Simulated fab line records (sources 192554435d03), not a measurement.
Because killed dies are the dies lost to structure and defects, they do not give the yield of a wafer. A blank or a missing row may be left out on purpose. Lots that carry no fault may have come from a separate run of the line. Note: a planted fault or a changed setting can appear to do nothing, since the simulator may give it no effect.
fab line records -- flow n5-finfet
record lots=10, wafers=30, last-day=17
route steps=1938 shown STI_FIN_REVEAL@184 DUMMY_GATE@224 BEOL_M4@1111 PASSIVATION@1936
lots untouched by any fault: they come from a run of this same line in which no faults occurred
start-h: hours from the record's first day to the start of the lot's first wafer shown -- wait-h: hours elapsed since this lot's preceding step -- " repeats the value in the row above -- L1.1+2: one row covering several wafers at once -- - no value present, or no start provided -- * or withheld: withheld -- < > ~ a bound
route shown NAME@n: NAME is a module with steps in the file, n the number in the route of the first one -- usual: the fault-free wafers' mean and standard deviation -- same: alike in all rows -- chamber/n: place in a boat -- sites: readings site by site -- _std_site: how widely they spread, as a standard deviation -- _edge_site: mean of outer sites minus mean of inner sites -- radius-mm: for every site, how far away it sits from the centre of the wafer -- mask NAME#n: copy n -- behind: the most recent tool/chamber to have shaped the wafer -- hold: why the lot went on hold/how many hours it stayed there/how the hold came to an end -- device: transistor that didn't switch, given as n, p or np -- end of line: the route-end tests of the same wafers -- a step with no rows: only its recipe -- killed: not the wafer's yield, but the dies lost to structure and defects at the first sort -- map: a wafer's dies, marking killed ones x, the rest . and places with no die _
set.NAME: setting as actually run; set.NAME@STEP: the setting as run at that earlier step -- model.NAME: the simulator's own value behind a step, which no gauge read
one table for each step of the route and one row for each wafer, over a sample of lots
services: the hour from which a tool's chamber was out of use, counted from the record's first day as start-h (under 0 if before that day), plus the number of hours and why
## steps
# step N5_STI_FIN_REVEAL_ALD_14
# recipe material=Si3N4, target-thk-a=30, temp-c=400, ald-precursor-family=SiH2I2, ald-co-reactant=N2/H2-plasma, pressure-torr=2
# usual heater-power-w=859/79
lot.wafer,tool,chamber,start-h,wait-h,heater-power-w
L188.1,ald-sin-03,0,27.96,0.0,910
L188.3,ald-sin-03,3,27.96,0.0,721
L188.4,ald-sin-03,1,27.96,0.0,860
L189.1,ald-sin-01,0,35.90,0.0,760
L189.4,ald-sin-01,1,35.90,0.0,860
L189.6,ald-sin-01,3,35.90,0.0,809
L191.3,ald-sin-02,2,45.60,0.0,724
L191.5,ald-sin-02,0,45.60,0.0,958
L191.6,ald-sin-02,1,45.60,0.0,883
L196.1,ald-sin-03,2,75.61,0.0,888
L196.3,ald-sin-03,0,75.61,0.0,901
L196.4,ald-sin-03,1,75.61,0.0,837
L197.3,ald-sin-03,0,82.15,0.0,931
L197.5,ald-sin-03,1,82.15,0.0,839
L197.6,ald-sin-03,0,82.15,0.0,916
L204.2,ald-sin-03,3,123.56,0.0,770
L204.3,ald-sin-03,2,123.56,0.0,816
L204.5,ald-sin-03,3,123.56,0.0,767
L206.2,ald-sin-01,0,136.92,0.0,812
L206.3,ald-sin-01,1,136.92,0.0,859
L206.5,ald-sin-01,1,136.92,0.0,876
L207.2,ald-sin-01,0,143.59,0.0,804
L207.5,ald-sin-01,1,143.59,0.0,859
L207.6,ald-sin-01,2,143.59,0.0,883
L208.2,ald-sin-02,1,149.39,0.0,933
L208.4,ald-sin-02,3,149.39,0.0,982
L208.5,ald-sin-02,0,149.39,0.0,977
L209.1,ald-sin-03,2,155.34,0.0,841
L209.2,ald-sin-03,1,155.34,0.0,828
L209.3,ald-sin-03,0,155.34,0.0,867
# step N5_STI_FIN_REVEAL_THK_MEAS_05
# usual thk-nm=132.1/1.5
lot.wafer,tool,chamber,start-h,wait-h,thk-nm
L188.1,film-metro-01,-,33.30,-,133.6
L188.3,film-metro-01,-,33.30,-,132.6
L188.4,film-metro-01,-,33.30,-,131.7
L189.1,film-metro-02,-,41.83,-,130.9
L189.4,film-metro-02,-,41.83,-,132.2
L189.6,film-metro-02,-,41.83,-,130.2
L191.3,film-metro-02,-,51.55,-,132.7
L191.5,film-metro-02,-,51.55,-,130.4
L191.6,film-metro-02,-,51.55,-,130.8
L196.1,film-metro-02,-,80.96,-,131.3
L196.3,film-metro-02,-,80.96,-,131.2
L196.4,film-metro-02,-,80.96,-,129.9
L197.3,film-metro-02,-,88.20,-,132.9
L197.5,film-metro-02,-,88.20,-,131.9
L197.6,film-metro-02,-,88.20,-,131.4
L204.2,film-metro-01,-,128.94,-,133.6
L204.3,film-metro-01,-,128.94,-,135.0
L204.5,film-metro-01,-,128.94,-,134.2
L206.2,film-metro-02,-,142.37,-,134.1
L206.3,film-metro-02,-,142.37,-,133.3
L206.5,film-metro-02,-,142.37,-,134.3
L207.2,film-metro-01,-,148.92,-,132.8
L207.5,film-metro-01,-,148.92,-,131.5
L207.6,film-metro-01,-,148.92,-,131.1
L208.2,film-metro-02,-,154.72,-,133.1
L208.4,film-metro-02,-,154.72,-,132.6
L208.5,film-metro-02,-,154.72,-,132.2
L209.1,film-metro-01,-,160.68,-,131.9
L209.2,film-metro-01,-,160.68,-,129.9
L209.3,film-metro-01,-,160.68,-,132.9
# step N5_DUMMY_GATE_COAT_28
# recipe resist=underlayer, temp-c=205, time-s=60, spin-rpm=1500, resist-thk-nm=10
# usual heater-power-total-W=391.9/1.3, plate-temp-C=204.99/0.15
lot.wafer,tool,chamber,start-h,wait-h,heater-power-total-W,plate-temp-C
L188.1,litho-track-05,0,44.80,-,392.3,204.96
L188.3,litho-track-05,0,44.80,-,392.2,205.27
L188.4,litho-track-05,0,44.80,-,393.4,205.19
L189.1,litho-track-02,0,55.49,-,390.2,204.87
L189.4,litho-track-02,0,55.49,-,393.6,205.06
L189.6,litho-track-02,0,55.49,-,391.9,205.16
L191.3,litho-track-03,0,63.40,-,390.9,204.93
L191.5,litho-track-03,0,63.40,-,389.8,204.98
L191.6,litho-track-03,0,63.40,-,393.2,205.13
L196.1,litho-track-03,0,94.53,-,375.2,197.57
L196.3,litho-track-03,0,94.53,-,374.8,197.57
L196.4,litho-track-03,0,94.53,-,374.0,197.75
L197.3,litho-track-03,0,100.97,-,373.9,197.81
L197.5,litho-track-03,0,100.97,-,373.4,197.69
L197.6,litho-track-03,0,100.97,-,373.5,197.81
L204.2,litho-track-02,0,141.56,-,393.8,204.92
L204.3,litho-track-02,0,141.56,-,392.6,205.06
L204.5,litho-track-02,0,141.56,-,390.5,205.01
L206.2,litho-track-05,0,154.21,-,390.3,205.14
L206.3,litho-track-05,0,154.21,-,390.2,205.21
L206.5,litho-track-05,0,154.21,-,392.4,204.98
L207.2,litho-track-05,0,163.28,-,392.1,205.06
L207.5,litho-track-05,0,163.28,-,393.4,204.84
L207.6,litho-track-05,0,163.28,-,392.6,204.95
L208.2,litho-track-02,0,166.29,-,391.3,205.03
L208.4,litho-track-02,0,166.29,-,390.1,204.97
L208.5,litho-track-02,0,166.29,-,392.6,205.01
L209.1,litho-track-03,0,172.98,-,391.1,204.78
L209.2,litho-track-03,0,172.98,-,391.4,205.02
L209.3,litho-track-03,0,172.98,-,391.0,204.87
# step N5_DUMMY_GATE_OVL_MEAS_16
# recipe points-per-wafer=522
# usual GATE_OVL=-0.1/0.69
# same points-per-wafer=522
lot.wafer,tool,chamber,start-h,wait-h,GATE_OVL[nm]
L188.1,overlay-01,0,45.22,0.0,-0.1
L188.3,overlay-01,0,45.22,0.0,-1.0
L188.4,overlay-01,0,45.22,0.0,0.1
L189.1,overlay-02,0,55.78,0.0,0.5
L189.4,overlay-02,0,55.78,0.0,-0.2
L189.6,overlay-02,0,55.78,0.0,0.7
L191.3,overlay-01,0,63.87,0.0,-0.5
L191.5,overlay-01,0,63.87,0.0,-0.6
L191.6,overlay-01,0,63.87,0.0,-1.5
L196.1,overlay-01,0,94.95,0.0,0.3
L196.3,overlay-01,0,94.95,0.0,1.0
L196.4,overlay-01,0,94.95,0.0,-0.5
L197.3,overlay-02,0,101.40,0.0,0.8
L197.5,overlay-02,0,101.40,0.0,0.3
L197.6,overlay-02,0,101.40,0.0,-0.7
L204.2,overlay-02,0,141.87,0.0,-1.6
L204.3,overlay-02,0,141.87,0.0,-0.9
L204.5,overlay-02,0,141.87,0.0,-1.3
L206.2,overlay-02,0,154.64,0.0,0.2
L206.3,overlay-02,0,154.64,0.0,0.0
L206.5,overlay-02,0,154.64,0.0,-0.7
L207.2,overlay-02,0,163.59,0.0,1.0
L207.5,overlay-02,0,163.59,0.0,0.9
L207.6,overlay-02,0,163.59,0.0,1.1
L208.2,overlay-02,0,166.72,0.0,-0.8
L208.4,overlay-02,0,166.72,0.0,-0.6
L208.5,overlay-02,0,166.72,0.0,0.4
L209.1,overlay-02,0,177.98,0.0,1.0
L209.2,overlay-02,0,177.98,0.0,-0.6
L209.3,overlay-02,0,177.98,0.0,0.7
# step N5_BEOL_M4_RC_MEAS_101
# usual DIBL_N=36.4/2.7, DIBL_P=36/3.2, IOFF_N=0.16/0.046, IOFF_P=0.21/0.055, ION_N=677/15, ION_P=464/11, SS_N=71.5/0.79, SS_P=73.3/0.93, VT_N=250/4.1, VT_P=-251/4.4
lot.wafer,tool,chamber,start-h,wait-h,DIBL_N[mV/V],DIBL_P[mV/V],IOFF_N[nA/um],IOFF_P[nA/um],ION_N[uA/um],ION_P[uA/um],SS_N[mV/dec],SS_P[mV/dec],VT_N[mV],VT_P[mV]
L188.1,prober-01,0,164.22,0.2,34.9,35,0.14,0.22,670,466,72.1,73.6,251,-247
L188.3,prober-01,0,164.22,0.2,36.4,37,0.18,0.26,683,472,72.4,73.2,247,-245
L188.4,prober-01,0,164.22,0.2,39.0,41,0.23,0.35,690,470,72.5,75.1,247,-240
L189.1,prober-02,0,166.53,0.0,37.0,35,0.16,0.21,680,467,71.0,73.8,249,-249
L189.4,prober-02,0,166.53,0.0,43.5,44,0.32,0.42,733,500,72.7,76.2,242,-240
L189.6,prober-02,0,166.53,0.0,39.5,38,0.22,0.29,692,479,71.5,73.5,244,-245
L191.3,prober-01,0,189.09,0.3,38.3,40,0.22,0.36,695,487,72.9,73.0,242,-239
L191.5,prober-01,0,189.09,0.3,37.2,38,0.19,0.28,691,478,72.2,73.6,245,-242
L191.6,prober-01,0,189.09,0.3,35.4,36,0.16,0.26,682,481,72.0,73.0,248,-243
L196.1,prober-02,0,230.80,0.0,38.0,36,0.17,0.23,672,461,72.2,73.8,249,-250
L196.3,prober-02,0,230.80,0.0,36.2,36,0.13,0.22,671,461,71.8,72.7,255,-250
L196.4,prober-02,0,230.80,0.0,37.5,36,0.17,0.21,683,460,72.0,73.7,249,-252
L197.3,prober-01,0,235.90,0.3,37.4,37,0.14,0.21,667,468,71.6,73.1,254,-250
L197.5,prober-01,0,235.90,0.3,38.3,37,0.16,0.23,686,472,71.9,73.2,251,-249
L197.6,prober-01,0,235.90,0.3,39.2,40,0.18,0.28,690,473,71.7,74.1,247,-247
L204.2,prober-01,0,266.03,0.2,36.6,38,0.16,0.19,692,463,71.7,73.7,248,-253
L204.3,prober-01,0,266.03,0.2,40.7,43,0.25,0.26,694,461,72.5,74.8,247,-250
L204.5,prober-01,0,266.03,0.2,37.0,40,0.16,0.21,668,454,70.8,73.7,254,-254
L206.2,prober-02,0,286.74,0.2,34.7,35,0.13,0.14,667,445,71.0,72.4,255,-255
L206.3,prober-02,0,286.74,0.2,37.8,41,0.18,0.22,671,450,72.3,73.9,251,-253
L206.5,prober-02,0,286.74,0.2,34.3,36,0.12,0.16,658,445,71.2,72.7,254,-258
L207.2,prober-02,0,293.20,0.2,36.9,38,0.17,0.24,689,475,71.3,74.3,247,-247
L207.5,prober-02,0,293.20,0.2,37.6,37,0.17,0.24,675,466,72.1,74.6,249,-248
L207.6,prober-02,0,293.20,0.2,37.0,36,0.17,0.22,676,454,71.6,74.0,248,-247
L208.2,prober-01,0,298.85,0.2,36.5,35,0.14,0.19,663,462,70.9,72.6,250,-251
L208.4,prober-01,0,298.85,0.2,32.8,31,0.10,0.14,659,453,70.5,72.4,256,-256
L208.5,prober-01,0,298.85,0.2,35.4,34,0.13,0.17,670,461,71.1,72.0,252,-255
L209.1,prober-02,0,316.62,0.0,36.8,37,0.19,0.23,697,475,71.2,72.9,246,-248
L209.2,prober-02,0,316.62,0.0,37.1,38,0.20,0.23,694,466,71.2,73.8,246,-253
L209.3,prober-02,0,316.62,0.0,37.0,38,0.17,0.23,673,466,71.6,74.1,247,-251
# step N5_PASSIVATION_PROBE_49
# usual defect-limited-yield=91.1/1.4, killed_at_M0_to_M3=34/9.7, killed_at_M4_up=13/5.1, killed-at-contacts=14/6.3, killed-at-front-end=40/11, killed-at-other=3.5/2.7, killed-dies=105/16, killed-on-rim=13/4.1, killed-open=70/12, killed-short=34/7.8, sort_bin_4_leakage=0.02/0.13, sort_bin_5_function=5.2/0.88, sort_bin_6_memory=3.3/0.7, sort_bin_8_speed=0.1/0.62, sort-n-pass=1074/17, sort-yield-pct=91.0/1.5
# same gross-dies=1180, killed-at-back-side=0
lot.wafer,tool,chamber,start-h,wait-h,defect-limited-yield[%],killed_at_M0_to_M3,killed_at_M4_up,killed-at-contacts,killed-at-front-end,killed-at-other,killed-dies,killed-on-rim,killed-open,killed-short,sort_bin_4_leakage[%],sort_bin_5_function[%],sort_bin_6_memory[%],sort_bin_8_speed[%],sort-n-pass,sort-yield-pct[%]
L196.1,prober-02,-,339.04,0.0,93.5,21,11,4,41,0,77,14,48,29,0,3.7,2.5,0,1103,93.5
L196.3,prober-02,-,339.14,0.1,93.1,22,9,4,42,4,81,7,48,33,0,4.1,2.5,0,1099,93.1
L196.4,prober-02,-,339.19,0.2,90.8,35,15,15,37,6,108,10,64,35,0,5.2,2.9,0,1072,90.8
L197.3,prober-01,-,355.55,0.1,90.4,26,10,16,50,11,113,18,69,39,0,5.2,4.1,0,1067,90.4
L197.5,prober-01,-,355.65,0.2,89.1,30,12,11,68,8,129,13,81,45,0,6.4,3.8,0.1,1051,89.1
L197.6,prober-01,-,355.70,0.3,91.1,22,18,21,41,3,105,9,62,39,0,5.1,3.2,0,1075,91.1
# killed by level:class
L196.1 STI_FIN_REVEAL:geometric-particle:open=13 FIN_SAQP:geometric-particle:short=8 BEOL_M0_SAQP:geometric-particle:short=6 BEOL_M0_SAQP:geometric-particle:open=5 BEOL_M4:geometric-particle:open=5 FIN_SAQP:geometric-particle:open=4 BEOL_M1:geometric-particle:open=4 STARTING-WAFER:geometric-particle:short=3
L196.3 BEOL_M0_SAQP:geometric-particle:open=8 FIN_SAQP:geometric-particle:open=6 FIN_SAQP:geometric-particle:short=6 STI_FIN_REVEAL:geometric-particle:open=6 ILD0:geometric-particle:open=6 BEOL_M0_SAQP:geometric-particle:short=6 MOL_CONTACT_COAG:geometric-particle:open=4 BEOL_M4:geometric-particle:open=4
L196.4 MOL_CONTACT_COAG:geometric-particle:open=13 BEOL_M0_SAQP:geometric-particle:short=10 BEOL_M0_SAQP:geometric-particle:open=9 HKMG_FIN:area-etch=9 STI_FIN_REVEAL:geometric-particle:open=6 BEOL_M2:geometric-particle:open=6 FIN_SAQP:geometric-particle:open=4 BEOL_M3:geometric-particle:open=4
L197.3 MOL_CONTACT_COAG:geometric-particle:open=13 STI_FIN_REVEAL:geometric-particle:open=10 FIN_SAQP:geometric-particle:open=8 FIN_SAQP:geometric-particle:short=8 GATE_CUT:geometric-particle:short=7 STI_FIN_REVEAL:geometric-particle:short=6 BEOL_M2:geometric-particle:open=5 BEOL_M3:geometric-particle:open=5
L197.5 FIN_SAQP:geometric-particle:short=13 STI_FIN_REVEAL:geometric-particle:open=11 FIN_SAQP:geometric-particle:open=10 BEOL_M1:geometric-particle:open=9 MOL_CONTACT_COAG:geometric-particle:open=9 GATE_CUT:geometric-particle:short=8 ILD0:geometric-particle:open=7 ILD0:geometric-particle:short=4
L197.6 MOL_CONTACT_COAG:geometric-particle:open=15 FIN_SAQP:geometric-particle:short=9 STI_FIN_REVEAL:geometric-particle:open=8 MOL_CONTACT_COAG:geometric-particle:short=6 FIN_SAQP:geometric-particle:open=5 BEOL_M4:geometric-particle:open=5 BEOL_M0_SAQP:geometric-particle:short=4 STARTING-WAFER:geometric-particle:short=4
## services
tool,chamber,start-h,hours,kind
ald-sin-01,1,14.22,-,calibration
ald-sin-02,3,14.76,15.3,repair
ald-sin-02,2,56.64,15.4,repair
ald-sin-03,0,59.46,1.5,repair
ald-sin-03,-,85.37,14.0,pm
ald-sin-03,0,85.37,14.0,vent-cycle
ald-sin-03,1,85.37,14.0,vent-cycle
ald-sin-03,2,85.37,14.0,vent-cycle
ald-sin-03,3,85.37,14.0,vent-cycle
ald-sin-03,0,99.37,-,clean
ald-sin-03,1,99.37,-,clean
ald-sin-03,2,99.37,-,clean
ald-sin-03,3,99.37,-,clean
ald-sin-01,2,101.12,6.2,repair
ald-sin-02,2,130.82,3.4,repair
litho-track-03,-,139.23,-,consumable-replace:filter
## key
first-sign step=N5_DUMMY_GATE_COAT_28, reading=plate-temp-C, direction=down, sigmas=49, usual=*, struck=*
effect step=N5_DUMMY_GATE_COAT_28, reading=heater-power-total-W, direction=down, sigmas=14, usual=*, struck=*
met-at N5_DUMMY_GATE_COAT_28
struck-lots L196,L197
not-acting-at N5_STI_FIN_REVEAL_ALD_14,N5_STI_FIN_REVEAL_THK_MEAS_05,N5_DUMMY_GATE_OVL_MEAS_16
onset-between 63.40 94.53
fault kind=process-parameter-drift, tool=litho-track-03, chamber=-, onset-h=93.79, steps=N5_DUMMY_GATE_COAT_28, channel=temp-c, offset=*, shape=step, end-h=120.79, acts-in=*, stated=*
